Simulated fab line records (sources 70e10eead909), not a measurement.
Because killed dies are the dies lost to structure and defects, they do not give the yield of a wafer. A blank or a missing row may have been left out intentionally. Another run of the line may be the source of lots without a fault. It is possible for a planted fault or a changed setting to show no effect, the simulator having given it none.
Struck lot and sound lot, side by side    flow nandHarc    15 steps out of a route of 1159
Sound: wafers L628.2, L628.3, L628.4. Struck: wafers L636.4, L636.5. (L636.2 of the same lot was not struck and is left out.) The cause comes at the end.
Order at every step that has rows: each side's tool, ch and its chambers, its first start. Under that, the readings that differ: sound wafers    struck wafers    difference of the means    sigmas: that difference in standard deviations of wafers without a fault.
alike: readings whose means differ by less than 2 such deviations, and words and numbers that are the same on both sides. not compared: withheld readings, readings that some wafer has no value for, bounds like >300 that may hide the same value, and numbers for which the record gives no deviation and whose values overlap.
A row with sigmas, a row that says differs or no value, or rows on one side alone: a step with any of these is where the two part. Numbers that have no deviation but don't overlap get no sigmas and don't part them. Lack of a reading on every wafer of one side parts them only where that side has two or more wafers.

first, 1 step without rows for these wafers: NHARC_A_ONON_D1_DEP_06 (target thk 1000 nm).
NHARC_A_ONON_D1_THK_MEAS_08: measures by ellipsometry.
  sound: filmMetro-01 at day 9 08:07; struck: filmMetro-01 at day 11 11:59
  alike: thkNm
following that, 1 step holds no rows for these wafers, namely NHARC_A_ONON_D1_DEP_09 (target thickness 1000 nm).
NHARC_A_ONON_D1_THK_MEAS_11: measures by ellipsometry.
  sound: filmMetro-01 at day 9 08:41; struck: filmMetro-02 at day 11 12:36
  alike: thkNm
following that, 1 step holds no rows for these wafers, namely NHARC_A_ONON_D1_DEP_12 (target thickness 1000 nm).
NHARC_A_ONON_D1_THK_MEAS_14: measures by ellipsometry.
  sound: filmMetro-02 at day 9 09:16; struck: filmMetro-01 at day 11 13:10
  alike: thkNm
then, 2 steps without rows for these wafers: NHARC_A_ONON_D1_ANNEAL_15 (time 3600 s); NHARC_A_ONON_D1_DEP_16 (target thk 1000 nm).
NHARC_A_ONON_D1_THK_MEAS_18: measures by ellipsometry.
  sound: filmMetro-02 at day 9 16:21; struck: filmMetro-02 at day 11 20:10
  alike: thkNm
following that, 1 step holds no rows for these wafers, namely NHARC_A_ONON_D1_DEP_19 (target thickness 1000 nm).
NHARC_A_ONON_D1_THK_MEAS_21: measures by ellipsometry.
  sound: filmMetro-02 at day 9 16:57; struck: filmMetro-01 at day 11 20:44
  alike: thkNm
NHARC_A_ONON_D1_DEP_22: target thk 1000 nm.
  sound on pecvdOnon-01 ch 0, day 9 17:04; struck on pecvdOnon-01 ch 0, day 11 20:56
  alike: n2oFlowSccm, susceptorTempC
NHARC_A_ONON_D1_THK_MEAS_24: measures by ellipsometry.
  sound: filmMetro-01 at day 9 17:32; struck: filmMetro-02 at day 11 21:23
reading     sound        struck   difference  sigmas
thkNm (nm)  975 973 974  678 676  -297        -25
following that, 1 step holds no rows for these wafers, namely NHARC_A_ONON_D1_DEP_25 (target thickness 1000 nm).
-- break in the record here, with 11 days between the starts of the struck wafers on either side (left off in module A_ONON_D1, picked up again in module END, where the first step shown is number 1159 on the route) --
NHARC_END_SORT_01:
  here the record holds rows for the struck wafers (prober-01 ch 0, day 23 01:30) but none for the sound ones

== WHERE THEY PART ==
First at NHARC_A_ONON_D1_THK_MEAS_24; last, within this record, at NHARC_END_SORT_01.

WHY: what the simulator had put in
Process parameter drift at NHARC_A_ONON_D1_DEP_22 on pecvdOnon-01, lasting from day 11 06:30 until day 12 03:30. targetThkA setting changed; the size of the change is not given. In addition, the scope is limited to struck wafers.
